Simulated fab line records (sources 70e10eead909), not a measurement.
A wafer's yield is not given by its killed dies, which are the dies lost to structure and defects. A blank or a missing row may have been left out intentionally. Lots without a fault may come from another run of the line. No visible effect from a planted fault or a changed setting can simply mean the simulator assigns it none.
Which tool is to blame? ; flow nand_harc ; 11 lots with 33 wafers sampled at 3 steps, on a route of 1159 steps

WHAT THE GAUGES READ, wafer by wafer
NHARC_P_ZERO_WELL_CD_MEAS_11: target cd 500 nm. Usual: cd_nm 501.6 nm, standard deviation 1.8.
lot;measured;on;cd_nm (nm);flag
L609;day 1 13:15;cd_sem-01;503.1 501.0 501.6;
L610;day 1 19:14;cd_sem-03;501.7 499.4 503.4;
L611;day 2 01:07;cd_sem-01;505.0 501.9 502.7;
L612;day 2 07:15;cd_sem-01;502.9 505.2 501.2;
L613;day 2 13:19;cd_sem-03;499.9 500.6 499.0;
L616;day 3 07:07;cd_sem-03;503.5 503.0 499.9;
L617;day 3 13:07;cd_sem-01;499.0 502.4 500.6;
L619;day 4 01:08;cd_sem-01;502.2 500.4 500.5;
L622;day 4 19:07;cd_sem-01;499.0 502.7 500.7;
L631;day 7 01:11;cd_sem-03;501.0 500.8 501.9;
L632;day 7 07:15;cd_sem-03;500.7 501.7 500.3;

NHARC_P_ZERO_WELL_CD_MEAS_24: target cd 720 nm. Usual: cd_nm 720.3 nm, standard deviation 2.
lot;measured;on;cd_nm (nm);flag
L609;day 1 14:35;cd_sem-02;718.8 720.1 720.1;
L610;day 1 20:35;cd_sem-01;720.9 722.2 718.9;
L611;day 2 02:28;cd_sem-01;722.5 723.5 717.5;
L612;day 2 08:35;cd_sem-03;718.1 718.3 721.3;
L613;day 2 14:40;cd_sem-01;720.4 721.7 719.9;
L616;day 3 08:28;cd_sem-03;717.8 720.8 721.1;
L617;day 3 14:20;cd_sem-01;720.4 721.0 717.0;
L619;day 4 02:28;cd_sem-03;720.1 719.6 719.5;
L622;day 4 20:27;cd_sem-01;707.5 710.3 709.5;OFF
L631;day 7 02:37;cd_sem-02;721.4 720.0 718.9;
L632;day 7 08:36;cd_sem-01;720.7 723.6 724.4;

EACH LOT AND THE TOOL THAT RAN IT (in order: tool; ch and the chambers of the sampled wafers; start)
lot;NHARC_P_ZERO_WELL_EXPOSE_21
L609;krf_scanner-03 ch 0, day 1 14:26
L610;krf_scanner-01 ch 0, day 1 20:26
L611;krf_scanner-04 ch 0, day 2 02:19
L612;krf_scanner-01 ch 0, day 2 08:26
L613;krf_scanner-04 ch 0, day 2 14:31
L616;krf_scanner-03 ch 0, day 3 08:19
L617;krf_scanner-03 ch 0, day 3 14:11
L619;krf_scanner-03 ch 0, day 4 02:19
L622;krf_scanner-01 ch 0, day 4 20:17
L631;krf_scanner-01 ch 0, day 7 02:28
L632;krf_scanner-03 ch 0, day 7 08:26
- NHARC_P_ZERO_WELL_EXPOSE_21: exposes mask P NWELL, target cd 720 nm.

WHAT THE TOOLS THEMSELVES READ (means of the sampled wafers that have a number; where no wafer has one, the mark that the record gives instead)
NHARC_P_ZERO_WELL_EXPOSE_21. Usual: reticle_temp_C 23.02 C, standard deviation 0.13; stage_vel_mm_s 500.02 mm/s, standard deviation 0.22.
lot;tool;reticle_temp_C (C);stage_vel_mm_s (mm/s);flag
L609;krf_scanner-03;22.94;499.69;
L610;krf_scanner-01;23.10;500.07;
L611;krf_scanner-04;23.17;500.15;
L612;krf_scanner-01;23.04;500.12;
L613;krf_scanner-04;23.12;499.96;
L616;krf_scanner-03;22.98;500.21;
L617;krf_scanner-03;22.97;499.92;
L619;krf_scanner-03;23.01;499.92;
L622;krf_scanner-01;23.11;500.03;
L631;krf_scanner-01;23.06;500.02;
L632;krf_scanner-03;23.10;499.99;

THE ANSWER, worked out from the rows above alone
Rule: a lot is off if the mean of its wafers that have a number lies more than 3 standard deviations from the usual mean. A lot without any number at a reading at which 4 lots or more have one is off too. The other lots that the step has rows for count as sound. Order of review: gauges by route order, followed by the tools' own readings, for which a lot's mean as printed above is used. The first step at which some lot is off is used, and at that step the reading that is off furthest; a lot without a number counts as furthest.
Off: L622, at NHARC_P_ZERO_WELL_CD_MEAS_24 (cd_nm).
If a tool, at a process step before that reading, ran all the lots that are off and no sound lot after the first of them, it fits. Gauges at NHARC_P_ZERO_WELL_CD_MEAS_24: tried the same way as those tools. None of those tried fits.

WHAT THE SIMULATOR PUT IN
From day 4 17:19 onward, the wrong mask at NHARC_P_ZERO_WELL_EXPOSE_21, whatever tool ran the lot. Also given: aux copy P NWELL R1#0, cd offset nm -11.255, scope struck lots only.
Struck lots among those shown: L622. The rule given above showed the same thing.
